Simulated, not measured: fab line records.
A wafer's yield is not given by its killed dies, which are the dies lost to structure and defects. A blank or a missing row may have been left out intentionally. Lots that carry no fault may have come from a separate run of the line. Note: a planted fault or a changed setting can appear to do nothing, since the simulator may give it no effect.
fab line records	flow nand-harc
record: lots: 24	wafers: 72	last-day: 24
route steps=1159 shown P_M2@330 P_BONDPAD@351
lots that met no fault: taken from a fault-free run of the same line
start-h: hours from the record's opening day to when the first of the lot's shown wafers began	wait-h: hours from the lot's prior step to this one	" the same as in the row above	L1.1+2: several wafers, shown together as one row	- no value, or no start was given	* or withheld: withheld	< > ~ a bound
route shown NAME@n: a module of which the file shows steps, and the number in the route of the first	usual: mean/standard deviation taken from wafers without a fault	same: alike in all rows	chamber/n: place in a boat	sites: per-site readings	_std_site: standard deviation across them	_edge_site: inner sites' mean taken away from outer sites' mean	radius-mm: for every site, how far away it sits from the centre of the wafer	mask NAME#n: copy n	behind: the last tool/chamber to shape the wafer	hold: why the lot was held/for how many hours/how that ended	device: the n, p or np transistor that did not switch	end of line: the tests these same wafers got at the end of their route	a step with no rows: only its recipe	killed: count of dies lost to structure and defects at first sort (not the wafer's yield)	map: a wafer's dies, x killed, . not, _ none there
set.NAME: the setting as run; set.NAME@STEP: as run at that earlier step	model.NAME: the simulator's own value behind a step, which no gauge read
the route's steps for a sample of lots (tables are steps, rows are wafers)
services: from which hour (start-h, from the record's first day; less than 0 if before it) a tool's chamber was out of use, for how many hours, and why
== steps ==
step: NHARC_P_M2_INSPECT_11
usual: raw-defect-count: 3.9/2
lot.wafer	tool	chamber	start-h	wait-h	raw-defect-count
L074.1	defect-inspect-01	-	117.51	0.0	5
L074.3	"	-	"	"	5
L074.4	"	-	"	"	3
L076.1	defect-inspect-02	-	127.46	0.0	6
L076.2	"	-	"	"	1
L076.6	"	-	"	"	3
L075.3	defect-inspect-01	-	127.83	0.0	4
L075.4	"	-	"	"	5
L075.5	"	-	"	"	5
L078.1	defect-inspect-01	-	145.14	0.0	5
L078.3	"	-	"	"	5
L078.6	"	-	"	"	6
L077.1	defect-inspect-02	-	145.41	0.0	6
L077.2	"	-	"	"	4
L077.4	"	-	"	"	4
L079.1	defect-inspect-02	-	155.10	0.0	5
L079.3	"	-	"	"	7
L079.5	"	-	"	"	2
L081.2	defect-inspect-02	-	160.69	0.0	4
L081.3	"	-	"	"	2
L081.4	"	-	"	"	4
L080.1	defect-inspect-02	-	160.95	0.0	6
L080.4	"	-	"	"	3
L080.5	"	-	"	"	4
L083.1	defect-inspect-02	-	176.83	0.0	4
L083.2	"	-	"	"	5
L083.5	"	-	"	"	2
L082.1	defect-inspect-02	-	176.98	0.0	3
L082.2	"	-	"	"	2
L082.4	"	-	"	"	5
L084.3	defect-inspect-01	-	182.59	0.1	4
L084.4	"	-	"	"	6
L084.5	"	-	"	"	6
L086.1	defect-inspect-01	-	202.74	0.0	5
L086.3	"	-	"	"	5
L086.5	"	-	"	"	5
L088.2	defect-inspect-02	-	203.15	0.0	2
L088.3	"	-	"	"	3
L088.4	"	-	"	"	3
L087.2	defect-inspect-01	-	203.78	0.0	2
L087.3	"	-	"	"	5
L087.5	"	-	"	"	1
L085.3	defect-inspect-02	-	206.66	0.0	3
L085.4	"	-	"	"	2
L085.5	"	-	"	"	3
L089.4	defect-inspect-01	-	212.76	0.0	1
L089.5	"	-	"	"	4
L089.6	"	-	"	"	2
L092.2	defect-inspect-02	-	226.96	0.0	6
L092.3	"	-	"	"	8
L092.6	"	-	"	"	4
L090.2	defect-inspect-02	-	227.19	0.0	4
L090.4	"	-	"	"	6
L090.6	"	-	"	"	4
L091.1	defect-inspect-01	-	227.34	0.0	6
L091.2	"	-	"	"	4
L091.6	"	-	"	"	1
L093.1	defect-inspect-02	-	234.38	0.0	5
L093.3	"	-	"	"	2
L093.5	"	-	"	"	4
L094.2	defect-inspect-01	-	244.79	0.0	4
L094.4	"	-	"	"	1
L094.6	"	-	"	"	2
L097.1	defect-inspect-02	-	253.28	0.0	0
L097.2	"	-	"	"	3
L097.5	"	-	"	"	4
L095.1	defect-inspect-02	-	254.33	0.0	4
L095.4	"	-	"	"	10
L095.6	"	-	"	"	3
L096.3	defect-inspect-02	-	254.79	0.0	4
L096.4	"	-	"	"	1
L096.5	"	-	"	"	2
step: NHARC_P_M2_ANNEAL_31
recipe: temp-c: 225	time-s: 90
usual: wafer_temp_C_max: 226.0/0.5
lot.wafer	tool	chamber	start-h	wait-h	wafer_temp_C_max
L074.1	rtp-anneal-01	0	119.35	-	226.4
L074.3	"	0	"	"	226.7
L074.4	"	0	"	"	226.6
L076.1	rtp-anneal-02	0	129.34	0.3	225.7
L076.2	"	0	"	"	226.0
L076.6	"	0	"	"	225.7
L075.3	rtp-anneal-02	0	129.94	-	225.7
L075.4	"	0	"	"	225.7
L075.5	"	0	"	"	225.7
L078.1	rtp-anneal-02	0	147.02	-	225.8
L078.3	"	0	"	"	225.7
L078.6	"	0	"	"	225.8
L077.1	rtp-anneal-01	0	147.27	-	227.0
L077.2	"	0	"	"	227.1
L077.4	"	0	"	"	226.9
L079.1	rtp-anneal-01	0	156.92	-	226.2
L079.3	"	0	"	"	226.7
L079.5	"	0	"	"	226.4
L081.2	rtp-anneal-02	0	162.66	-	225.7
L081.3	"	0	"	"	225.5
L081.4	"	0	"	"	225.6
L080.1	rtp-anneal-02	0	163.26	0.6	225.3
L080.4	"	0	"	"	225.5
L080.5	"	0	"	"	225.5
L083.1	rtp-anneal-02	0	178.67	0.3	225.6
L083.2	"	0	"	"	225.7
L083.5	"	0	"	"	225.8
L082.1	rtp-anneal-01	0	178.97	-	226.5
L082.2	"	0	"	"	226.1
L082.4	"	0	"	"	226.7
L084.3	rtp-anneal-01	0	184.53	0.3	226.5
L084.4	"	0	"	"	226.2
L084.5	"	0	"	"	226.6
L086.1	rtp-anneal-01	0	204.64	0.3	226.2
L086.3	"	0	"	"	226.2
L086.5	"	0	"	"	226.6
L088.2	rtp-anneal-01	0	205.41	0.6	226.5
L088.3	"	0	"	"	225.9
L088.4	"	0	"	"	226.8
L087.2	rtp-anneal-02	0	205.76	0.4	225.3
L087.3	"	0	"	"	225.5
L087.5	"	0	"	"	225.8
L085.3	rtp-anneal-01	0	208.58	0.3	226.4
L085.4	"	0	"	"	226.5
L085.5	"	0	"	"	226.2
L089.4	rtp-anneal-02	0	214.77	-	225.5
L089.5	"	0	"	"	225.9
L089.6	"	0	"	"	225.6
L092.2	rtp-anneal-02	0	228.83	-	225.7
L092.3	"	0	"	"	225.5
L092.6	"	0	"	"	225.4
L090.2	rtp-anneal-02	0	229.20	-	225.4
L090.4	"	0	"	"	225.3
L090.6	"	0	"	"	225.4
L091.1	rtp-anneal-01	0	229.54	-	226.2
L091.2	"	0	"	"	226.4
L091.6	"	0	"	"	226.7
L093.1	rtp-anneal-02	0	236.44	0.3	225.9
L093.3	"	0	"	"	225.5
L093.5	"	0	"	"	225.7
L094.2	rtp-anneal-02	0	246.66	-	225.8
L094.4	"	0	"	"	225.5
L094.6	"	0	"	"	225.7
L097.1	rtp-anneal-01	0	255.12	0.3	226.3
L097.2	"	0	"	"	226.1
L097.5	"	0	"	"	226.2
L095.1	rtp-anneal-02	0	256.16	0.3	225.4
L095.4	"	0	"	"	225.4
L095.6	"	0	"	"	225.5
L096.3	rtp-anneal-02	0	256.84	0.3	225.6
L096.4	"	0	"	"	225.5
L096.5	"	0	"	"	225.6
step: NHARC_P_BONDPAD_DEP_00
recipe: target-thk-a: 2500	temp-c: 370	target-thk-nm: 250	pressure-torr: 3	flow-sccm: 200	rf-w: 450	material: SiCN
usual: heater-power-w: 577/91	showerhead-vpp-V: 1311/43
lot.wafer	tool	chamber	start-h	wait-h	heater-power-w	showerhead-vpp-V
L074.3	pecvd-02	2	120.70	-	700	1258
L074.1	"	1	"	"	543	1288
L074.4	"	0	"	"	458	1283
L076.2	pecvd-04	0	130.76	-	692	1378
L076.1	"	1	"	"	565	1351
L076.6	"	2	"	"	609	1257
L075.3	pecvd-02	1	-	-	498	1288
L075.4	"	0	"	"	496	1277
L075.5	"	2	"	"	731	1280
L078.3	pecvd-02	1	-	-	515	1264
L078.1	"	0	"	"	442	1277
L078.6	"	2	"	"	601	1298
L077.2	pecvd-02	0	148.86	0.5	423	1263
L077.1	"	1	"	"	582	1308
L077.4	"	2	"	"	622	1280
L079.1	pecvd-04	1	-	-	674	1346
L079.3	"	0	"	"	690	1364
L079.5	"	0	"	"	678	1395
L081.3	pecvd-03	1	163.99	-	544	1346
L081.2	"	2	"	"	448	1344
L081.4	"	2	"	"	470	1334
L080.1	pecvd-04	1	-	-	559	1344
L080.4	"	1	"	"	598	1316
L080.5	"	2	"	"	566	1244
L083.2	pecvd-04	0	-	-	704	1381
L083.1	"	1	"	"	650	1335
L083.5	"	1	"	"	677	1334
L082.1	pecvd-04	1	180.34	-	637	1317
L082.2	"	2	"	"	578	1256
L082.4	"	0	"	"	732	1361
L084.3	pecvd-02	0	-	-	421	1298
L084.4	"	2	"	"	547	1287
L084.5	"	1	"	"	496	1269
L086.3	pecvd-02	2	-	-	636	1256
L086.1	"	0	"	"	493	1277
L086.5	"	0	"	"	498	1297
L088.2	pecvd-02	1	206.85	-	510	1302
L088.3	"	2	"	"	644	1299
L088.4	"	0	"	"	420	1274
L087.3	pecvd-02	2	207.68	-	657	1295
L087.2	"	1	"	"	484	1297
L087.5	"	0	"	"	444	1287
L085.3	pecvd-03	0	-	-	601	1368
L085.5	"	0	"	"	637	1383
L085.4	"	1	"	"	639	1328
L089.4	pecvd-02	0	216.13	-	414	1276
L089.5	"	1	"	"	479	1289
L089.6	"	2	"	"	666	1279
L092.2	pecvd-03	0	-	-	633	1408
L092.3	"	1	"	"	522	1353
L092.6	"	0	"	"	663	1351
L090.2	pecvd-04	2	230.62	-	564	1244
L090.4	"	1	"	"	690	1330
L090.6	"	2	"	"	554	1251
L091.2	pecvd-02	0	-	-	476	1293
L091.1	"	1	"	"	539	1291
L091.6	"	1	"	"	556	1302
L093.1	pecvd-02	0	-	-	502	1278
L093.3	"	1	"	"	469	1284
L093.5	"	0	"	"	392	1268
L094.2	pecvd-03	0	248.15	-	630	1378
L094.4	"	0	"	"	630	1405
L094.6	"	1	"	"	591	1365
L097.2	pecvd-04	1	256.52	-	678	1333
L097.1	"	2	"	"	527	1253
L097.5	"	0	"	"	687	1387
L095.1	pecvd-03	0	257.59	-	618	1394
L095.6	"	2	"	"	510	1336
L095.4	"	1	"	"	589	1371
L096.3	pecvd-02	0	-	-	490	1289
L096.5	"	1	"	"	534	1282
L096.4	"	2	"	"	659	1270
step: NHARC_P_BONDPAD_CD_MEAS_13
usual: cd-nm: 501.2/2.1
lot.wafer	tool	chamber	start-h	wait-h	cd-nm
L074.1	cd-sem-03	-	122.45	-	500.9
L074.3	"	-	"	"	497.3
L074.4	"	-	"	"	499.6
L076.1	cd-sem-01	-	132.34	-	500.7
L076.2	"	-	"	"	499.4
L076.6	"	-	"	"	500.2
L075.3	cd-sem-03	-	133.34	-	500.5
L075.4	"	-	"	"	500.0
L075.5	"	-	"	"	501.9
L078.1	cd-sem-01	-	150.11	-	502.8
L078.3	"	-	"	"	501.5
L078.6	"	-	"	"	502.3
L077.1	cd-sem-03	-	150.60	-	504.6
L077.2	"	-	"	"	502.3
L077.4	"	-	"	"	502.7
L079.1	cd-sem-03	-	160.70	-	499.2
L079.3	"	-	"	"	498.2
L079.5	"	-	"	"	502.3
L081.2	cd-sem-01	-	165.61	-	506.4
L081.3	"	-	"	"	503.5
L081.4	"	-	"	"	503.4
L080.1	cd-sem-02	-	166.39	-	499.6
L080.4	"	-	"	"	498.9
L080.5	"	-	"	"	499.9
L083.1	cd-sem-02	-	181.77	-	499.3
L083.2	"	-	"	"	501.9
L083.5	"	-	"	"	503.1
L082.1	cd-sem-02	-	182.10	-	501.0
L082.2	"	-	"	"	499.8
L082.4	"	-	"	"	503.4
L084.3	cd-sem-01	-	187.60	-	499.2
L084.4	"	-	"	"	497.0
L084.5	"	-	"	"	497.5
L086.1	cd-sem-02	-	207.84	-	504.4
L086.3	"	-	"	"	504.2
L086.5	"	-	"	"	502.0
L088.2	cd-sem-03	-	208.57	-	505.9
L088.3	"	-	"	"	501.6
L088.4	"	-	"	"	502.2
L087.2	cd-sem-01	-	209.46	-	500.7
L087.3	"	-	"	"	502.3
L087.5	"	-	"	"	500.8
L085.3	cd-sem-03	-	211.63	-	504.2
L085.4	"	-	"	"	504.8
L085.5	"	-	"	"	503.7
L089.4	cd-sem-01	-	217.62	-	501.9
L089.5	"	-	"	"	502.7
L089.6	"	-	"	"	505.0
L092.2	cd-sem-03	-	231.78	-	497.1
L092.3	"	-	"	"	498.9
L092.6	"	-	"	"	498.0
L090.2	cd-sem-02	-	232.29	-	502.9
L090.4	"	-	"	"	503.3
L090.6	"	-	"	"	503.3
L091.1	cd-sem-01	-	232.59	-	501.0
L091.2	"	-	"	"	499.5
L091.6	"	-	"	"	500.0
L093.1	cd-sem-03	-	239.56	-	498.1
L093.3	"	-	"	"	500.7
L093.5	"	-	"	"	498.2
L094.2	cd-sem-02	-	249.85	-	499.5
L094.4	"	-	"	"	502.2
L094.6	"	-	"	"	498.1
L097.1	cd-sem-01	-	258.27	-	502.7
L097.2	"	-	"	"	499.5
L097.5	"	-	"	"	502.1
L095.1	cd-sem-03	-	259.17	-	498.0
L095.4	"	-	"	"	502.3
L095.6	"	-	"	"	500.1
L096.3	cd-sem-03	-	259.78	-	499.9
L096.4	"	-	"	"	502.7
L096.5	"	-	"	"	500.9
step: NHARC_P_BONDPAD_PVD_17
recipe: target-thk-a: 50	bias-v: 168.6	power-w: 15000	chamber-pressure-pa: 0.12	time-s: 8.06	substrate-temp-c: 50	material: TaN
usual: throttle-valve-pct: 29.7/0.77
lot.wafer	tool	chamber	start-h	wait-h	throttle-valve-pct
L074.3	pvd-sputter-02	-	-	-	30.1
L074.4	"	-	"	"	29.5
L074.1	"	-	"	"	29.1
L076.2	pvd-sputter-02	-	-	-	29.0
L076.1	"	-	"	"	30.2
L076.6	"	-	"	"	29.1
L075.4	pvd-sputter-01	-	-	-	29.3
L075.3	"	-	"	"	29.1
L075.5	"	-	"	"	31.0
L078.1	pvd-sputter-03	-	-	-	28.4
L078.3	"	-	"	"	30.8
L078.6	"	-	"	"	31.0
L077.1	pvd-sputter-01	-	-	-	30.3
L077.2	"	-	"	"	29.2
L077.4	"	-	"	"	29.0
L079.1	pvd-sputter-02	-	-	-	29.2
L079.3	"	-	"	"	29.0
L079.5	"	-	"	"	29.0
L081.4	pvd-sputter-02	-	-	-	29.6
L081.3	"	-	"	"	29.3
L081.2	"	-	"	"	30.1
L080.1	pvd-sputter-03	-	-	-	30.9
L080.4	"	-	"	"	28.4
L080.5	"	-	"	"	28.6
L083.2	pvd-sputter-02	-	-	-	29.2
L083.1	"	-	"	"	29.1
L083.5	"	-	"	"	30.0
L082.1	pvd-sputter-01	-	-	-	30.7
L082.2	"	-	"	"	30.3
L082.4	"	-	"	"	28.7
L084.4	pvd-sputter-01	-	-	-	30.4
L084.3	"	-	"	"	30.5
L084.5	"	-	"	"	29.2
L086.3	pvd-sputter-02	-	-	-	29.0
L086.1	"	-	"	"	29.1
L086.5	"	-	"	"	29.8
L088.3	pvd-sputter-01	-	-	-	28.7
L088.4	"	-	"	"	30.4
L088.2	"	-	"	"	29.4
L087.2	pvd-sputter-01	-	-	-	28.6
L087.3	"	-	"	"	28.9
L087.5	"	-	"	"	30.5
L085.4	pvd-sputter-02	-	-	-	29.7
L085.3	"	-	"	"	29.4
L085.5	"	-	"	"	29.6
L089.4	pvd-sputter-01	-	-	-	30.1
L089.5	"	-	"	"	30.4
L089.6	"	-	"	"	29.0
L092.2	pvd-sputter-01	-	-	-	28.7
L092.3	"	-	"	"	30.4
L092.6	"	-	"	"	29.1
L090.2	pvd-sputter-02	-	-	-	31.1
L090.4	"	-	"	"	29.5
L090.6	"	-	"	"	29.5
L091.2	pvd-sputter-01	-	-	-	28.5
L091.1	"	-	"	"	30.4
L091.6	"	-	"	"	28.7
L093.3	pvd-sputter-02	-	-	-	29.5
L093.1	"	-	"	"	29.8
L093.5	"	-	"	"	31.0
L094.4	pvd-sputter-01	-	-	-	30.2
L094.2	"	-	"	"	30.4
L094.6	"	-	"	"	30.4
L097.2	pvd-sputter-01	-	-	-	30.7
L097.1	"	-	"	"	28.9
L097.5	"	-	"	"	30.3
L095.4	pvd-sputter-02	-	-	-	29.6
L095.1	"	-	"	"	29.7
L095.6	"	-	"	"	29.9
L096.4	pvd-sputter-01	-	-	-	28.7
L096.3	"	-	"	"	29.2
L096.5	"	-	"	"	30.6
step: NHARC_P_BONDPAD_ACTIVATE_29
recipe: time-s: 60	n2-flow-sccm: 200	ar-flow-sccm: 0	bias-power-w: 0	chemistry: N2
usual: drypump-motor-current-A: 5.5/0.46	mfc-ar-sccm: 0.008/0.0087	oes-product-au: 1.003/0.0093	rf-vpp-V: 64.1/1	showerhead-plenum-p-Torr: 1.74/0.068
lot.wafer	tool	chamber	start-h	wait-h	drypump-motor-current-A	mfc-ar-sccm	oes-product-au	rf-hours-counter-h	rf-vpp-V	showerhead-plenum-p-Torr
L074.3	rie-diel-07	2	124.77	0.1	5.4	0.014	1.003	6	61.5	1.72
L074.1	"	3	"	"	5.3	0.003	0.993	7	63.7	1.80
L074.4	"	0	"	"	6.3	0.013	1.002	5	64.7	1.85
L076.2	rie-diel-07	2	134.69	0.1	5.4	0.014	0.998	7	64.1	1.72
L076.1	"	3	"	"	5.3	0.003	1.000	7	63.9	1.80
L076.6	"	1	"	"	4.9	0	1.009	-	64.8	1.68
L075.3	rie-diel-06	3	135.63	0.1	6.0	0.020	1.004	19	62.0	1.66
L075.4	"	1	"	"	6.0	0	1.007	19	65.5	1.80
L075.5	"	0	"	"	5.1	0	1.000	-	63.3	1.72
L078.3	rie-diel-13	2	152.56	0.1	5.7	0.002	1.018	18	62.8	1.71
L078.1	"	0	"	"	5.1	0	1.027	18	65.0	1.70
L078.6	"	2	"	"	5.7	0.002	1.010	-	64.1	1.71
L077.2	rie-diel-07	3	152.95	0.1	5.3	0.003	0.988	9	62.6	1.80
L077.4	"	0	"	"	6.3	0.013	0.994	8	65.4	1.85
L077.1	"	2	"	"	5.4	0.014	0.994	9	63.5	1.72
L079.3	rie-diel-13	1	163.00	0.1	5.6	0.030	1.009	21	63.7	1.79
L079.1	"	2	"	"	5.7	0.002	1.002	22	64.9	1.71
L079.5	"	2	"	"	5.7	0.002	1.003	-	64.2	1.71
L081.4	rie-diel-07	1	167.91	0.1	4.9	0	1.014	10	64.8	1.68
L081.2	"	2	"	"	5.4	0.014	0.998	11	63.3	1.72
L081.3	"	3	"	"	5.3	0.003	0.984	11	63.7	1.80
L080.4	rie-diel-07	0	168.72	0.1	6.3	0.013	1.010	10	63.4	1.85
L080.1	"	2	"	"	5.4	0.014	0.997	11	64.6	1.72
L080.5	"	0	"	"	6.3	0.013	0.996	-	65.0	1.85
L083.2	rie-diel-07	0	184.20	0.1	6.3	0.013	1.003	11	64.1	1.85
L083.1	"	2	"	"	5.4	0.014	1.003	12	64.1	1.72
L083.5	"	1	"	"	5.0	0	1.011	-	64.3	1.68
L082.4	rie-diel-07	1	184.89	0.1	5.0	0	0.999	11	63.2	1.68
L082.2	"	3	"	"	5.3	0.003	0.986	12	64.4	1.80
L082.1	"	0	"	"	6.3	0.013	0.997	11	63.5	1.85
L084.3	rie-diel-07	2	189.94	0.1	5.3	0.014	0.991	13	63.3	1.72
L084.4	"	0	"	"	6.3	0.013	1.013	12	64.5	1.85
L084.5	"	2	"	"	5.4	0.014	0.996	-	64.3	1.72
L086.1	rie-diel-06	1	210.34	0.1	6.0	0	1.000	48	63.2	1.79
L086.3	"	3	"	"	6.1	0.020	0.998	51	63.0	1.65
L086.5	"	1	"	"	6.0	0	1.000	-	65.0	1.79
L088.2	rie-diel-06	0	210.90	0.1	5.1	0	1.000	46	63.4	1.71
L088.4	"	1	"	"	6.0	0	1.005	49	62.8	1.79
L088.3	"	3	"	"	6.0	0.020	0.999	51	61.2	1.65
L087.3	rie-diel-07	0	211.83	0.1	6.3	0.013	0.993	15	64.3	1.85
L087.2	"	1	"	"	4.9	0	1.010	15	64.8	1.68
L087.5	"	3	"	"	5.3	0.003	0.993	-	64.3	1.80
L085.4	rie-diel-07	1	213.93	0.1	5.0	0	1.021	15	63.0	1.68
L085.3	"	2	"	"	5.4	0.014	0.993	15	65.6	1.72
L085.5	"	1	"	"	4.9	0	1.007	-	65.1	1.68
L089.4	rie-diel-06	1	219.94	0.1	6.0	0	1.000	50	64.3	1.79
L089.5	"	0	"	"	5.1	0	1.012	-	63.3	1.71
L089.6	"	1	"	"	6.0	0	1.009	-	63.8	1.79
L092.2	rie-diel-13	2	234.13	0.1	5.7	0.002	1.008	53	64.2	1.70
L092.3	"	3	"	"	5.7	0.000	1.005	52	65.4	1.80
L092.6	"	0	"	"	5.1	0	1.009	-	63.9	1.69
L090.2	rie-diel-06	3	234.69	0.1	6.0	0.020	1.013	55	63.8	1.65
L090.4	"	1	"	"	6.0	0	1.007	55	65.5	1.79
L090.6	"	3	"	"	6.0	0.020	0.997	-	64.2	1.65
L091.1	rie-diel-06	0	235.03	0.2	5.1	0	1.010	53	66.5	1.71
L091.2	"	1	"	"	6.0	0	1.008	55	64.5	1.79
L091.6	"	0	"	"	5.1	0	0.998	-	63.5	1.71
L093.1	rie-diel-07	2	241.89	0.1	5.4	0.014	1.015	1	66.1	1.71
L093.3	"	0	"	"	6.3	0.013	0.988	1	65.7	1.85
L093.5	"	2	"	"	5.4	0.014	1.004	-	63.0	1.71
L094.4	rie-diel-07	0	252.20	0.1	6.3	0.013	1.003	1	64.2	1.85
L094.2	"	1	"	"	5.0	0	1.017	1	64.3	1.68
L094.6	"	2	"	"	5.4	0.014	1.009	-	63.8	1.71
L097.1	rie-diel-07	2	260.61	0.1	5.3	0.014	0.998	2	64.6	1.71
L097.2	"	3	"	"	5.3	0.003	1.010	2	65.0	1.80
L097.5	"	1	"	"	5.0	0	1.020	-	64.7	1.68
L095.4	rie-diel-06	3	261.53	0.1	6.0	0.020	0.983	3	64.4	1.65
L095.1	"	0	"	"	5.1	0	1.009	3	64.5	1.71
L095.6	"	3	"	"	6.0	0.020	0.994	-	64.1	1.65
L096.4	rie-diel-07	1	262.11	0.1	4.9	0	1.027	1	64.6	1.68
L096.3	"	3	"	"	5.3	0.003	1.015	2	62.5	1.80
L096.5	"	0	"	"	6.3	0.013	0.993	-	64.5	1.85
== services ==
tool	chamber	start-h	hours	kind
pvd-sputter-01	-	96.28	6.6	repair
rie-diel-13	-	99.00	9.0	pm
pecvd-03	-	99.34	0.9	repair
pvd-sputter-03	-	102.07	10.0	pm
pecvd-03	-	111.03	13.0	pm
pvd-sputter-01	-	120.94	9.4	repair
pvd-sputter-03	-	132.23	4.0	repair
rie-diel-06	-	133.90	0.8	repair
pecvd-03	2	143.64	17.0	repair
rie-diel-06	1	145.27	9.8	repair
pecvd-04	-	152.50	0.5	repair
pecvd-02	-	153.02	13.0	pm
pecvd-03	-	157.55	1.4	repair
pvd-sputter-01	-	158.00	10.0	pm
rie-diel-06	0	177.21	19.9	repair
pecvd-02	1	186.30	4.6	repair
pecvd-04	-	195.00	13.0	pm
pvd-sputter-01	-	195.19	0.7	repair
pvd-sputter-01	-	213.99	1.0	repair
pecvd-02	0	220.46	4.2	repair
rie-diel-13	1	221.55	8.9	repair
rie-diel-06	3	225.42	3.6	repair
rie-diel-07	-	228.20	9.0	pm
rie-diel-06	-	241.55	9.0	pm
== key ==
fault none
